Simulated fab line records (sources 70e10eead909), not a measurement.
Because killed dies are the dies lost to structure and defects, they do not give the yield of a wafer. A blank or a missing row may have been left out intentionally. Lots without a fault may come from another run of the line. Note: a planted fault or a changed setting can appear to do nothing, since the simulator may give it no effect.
Check for tools in common :: flow nand-harc :: 12 wafers sampled across 4 lots

## WHY IT WAS OPENED
On 3 of the 4 lots, a flag is raised at NHARC_END_SORT_01 on the reading killed-dies. No-fault wafers: 66, standard deviation 23.
Rule: flag the lot when none of its wafers has a number, or when each of its wafers that has one lies beyond 4 standard deviations from that mean. The other lots count as sound.

lot: L407
measured: day 30 07:57
on: prober-01
killed-dies, wafer by wafer: 55 61 63
flag: 

lot: L414
measured: day 33 04:23
on: prober-02
killed-dies, wafer by wafer: 677 677 677
flag: FLAGGED

lot: L413
measured: day 33 09:56
on: prober-01
killed-dies, wafer by wafer: 677 677 677
flag: FLAGGED

lot: L415
measured: day 33 18:29
on: prober-01
killed-dies, wafer by wafer: 677 677 677
flag: FLAGGED
The mean of the flagged lots' numbers is 677, +611 from the usual (+27 standard deviations).

## LOT BY LOT: THE TOOL USED
4 process steps preceding the reading are held in the record, out of 1302 steps in the route. Cell contents, in order: the tool; ch with the chambers the sampled wafers went through; the start.
lot: L407
flag: 
NHARC_A_CONTACT_ETCH_117: har-cap-etch-03 ch 0,1, day 27 10:10
NHARC_A_CONTACT_ETCH_120: har-cap-etch-03 ch 0,1, day 27 10:51
NHARC_A_CONTACT_ETCH_122: har-cap-etch-03 ch 0,1, day 27 11:18
NHARC_A_CONTACT_ETCH_123: har-cap-etch-03 ch 0,1, day 27 11:37

lot: L414
flag: FLAGGED
NHARC_A_CONTACT_ETCH_117: har-cap-etch-02 ch 0,1, day 29 22:50
NHARC_A_CONTACT_ETCH_120: har-cap-etch-02 ch 0,1, day 29 23:20
NHARC_A_CONTACT_ETCH_122: har-cap-etch-02 ch 0,1, day 29 23:41
NHARC_A_CONTACT_ETCH_123: har-cap-etch-02 ch 0,1, day 29 23:51

lot: L413
flag: FLAGGED
NHARC_A_CONTACT_ETCH_117: har-cap-etch-01 ch 1, day 29 21:22
NHARC_A_CONTACT_ETCH_120: har-cap-etch-01 ch 1, day 29 21:52
NHARC_A_CONTACT_ETCH_122: har-cap-etch-01 ch 1, day 29 22:13
NHARC_A_CONTACT_ETCH_123: har-cap-etch-01 ch 1, day 29 22:26

lot: L415
flag: FLAGGED
NHARC_A_CONTACT_ETCH_117: har-cap-etch-03 ch 0,1, day 30 08:36
NHARC_A_CONTACT_ETCH_120: har-cap-etch-03 ch 0,1, day 30 09:07
NHARC_A_CONTACT_ETCH_122: har-cap-etch-03 ch 0,1, day 30 09:28
NHARC_A_CONTACT_ETCH_123: har-cap-etch-03 ch 0,1, day 30 09:44
What these steps do:
- NHARC_A_CONTACT_ETCH_117: etches the open film in C4F8/O2/Ar, time 190 s, target depth 1850 nm.
- NHARC_A_CONTACT_ETCH_120: etches the open film in C4F8/O2/Ar, time 190 s, target depth 1850 nm.
- NHARC_A_CONTACT_ETCH_122: etches the open film in C4F8/O2/Ar, time 190 s, target depth 1850 nm.
- NHARC_A_CONTACT_ETCH_123: etches the open film in C4F8/O2/Ar, time 490 s, target depth 2110 nm.
- NHARC_END_SORT_01

## FLAGGED OVER TOTAL, TOOL BY TOOL (the gauges that took the reading come last)
step: NHARC_A_CONTACT_ETCH_117
tool: har-cap-etch-01
lots run: 1
flagged: 1
share of the flagged lots: some
sound lots run after its first flagged lot: 0

step: NHARC_A_CONTACT_ETCH_117
tool: har-cap-etch-02
lots run: 1
flagged: 1
share of the flagged lots: some
sound lots run after its first flagged lot: 0

step: NHARC_A_CONTACT_ETCH_117
tool: har-cap-etch-03
lots run: 2
flagged: 1
share of the flagged lots: some
sound lots run after its first flagged lot: 0

step: NHARC_A_CONTACT_ETCH_120
tool: har-cap-etch-01
lots run: 1
flagged: 1
share of the flagged lots: some
sound lots run after its first flagged lot: 0

step: NHARC_A_CONTACT_ETCH_120
tool: har-cap-etch-02
lots run: 1
flagged: 1
share of the flagged lots: some
sound lots run after its first flagged lot: 0

step: NHARC_A_CONTACT_ETCH_120
tool: har-cap-etch-03
lots run: 2
flagged: 1
share of the flagged lots: some
sound lots run after its first flagged lot: 0

step: NHARC_A_CONTACT_ETCH_122
tool: har-cap-etch-01
lots run: 1
flagged: 1
share of the flagged lots: some
sound lots run after its first flagged lot: 0

step: NHARC_A_CONTACT_ETCH_122
tool: har-cap-etch-02
lots run: 1
flagged: 1
share of the flagged lots: some
sound lots run after its first flagged lot: 0

step: NHARC_A_CONTACT_ETCH_122
tool: har-cap-etch-03
lots run: 2
flagged: 1
share of the flagged lots: some
sound lots run after its first flagged lot: 0

step: NHARC_A_CONTACT_ETCH_123
tool: har-cap-etch-01
lots run: 1
flagged: 1
share of the flagged lots: some
sound lots run after its first flagged lot: 0

step: NHARC_A_CONTACT_ETCH_123
tool: har-cap-etch-02
lots run: 1
flagged: 1
share of the flagged lots: some
sound lots run after its first flagged lot: 0

step: NHARC_A_CONTACT_ETCH_123
tool: har-cap-etch-03
lots run: 2
flagged: 1
share of the flagged lots: some
sound lots run after its first flagged lot: 0

step: NHARC_END_SORT_01
tool: prober-01
lots run: 3
flagged: 2
share of the flagged lots: some
sound lots run after its first flagged lot: 0

step: NHARC_END_SORT_01
tool: prober-02
lots run: 1
flagged: 1
share of the flagged lots: some
sound lots run after its first flagged lot: 0

## WHAT THE TABLE PERMITS
No row of the table ran every flagged lot.

## WHAT HAD BEEN PUT IN BY THE SIMULATOR
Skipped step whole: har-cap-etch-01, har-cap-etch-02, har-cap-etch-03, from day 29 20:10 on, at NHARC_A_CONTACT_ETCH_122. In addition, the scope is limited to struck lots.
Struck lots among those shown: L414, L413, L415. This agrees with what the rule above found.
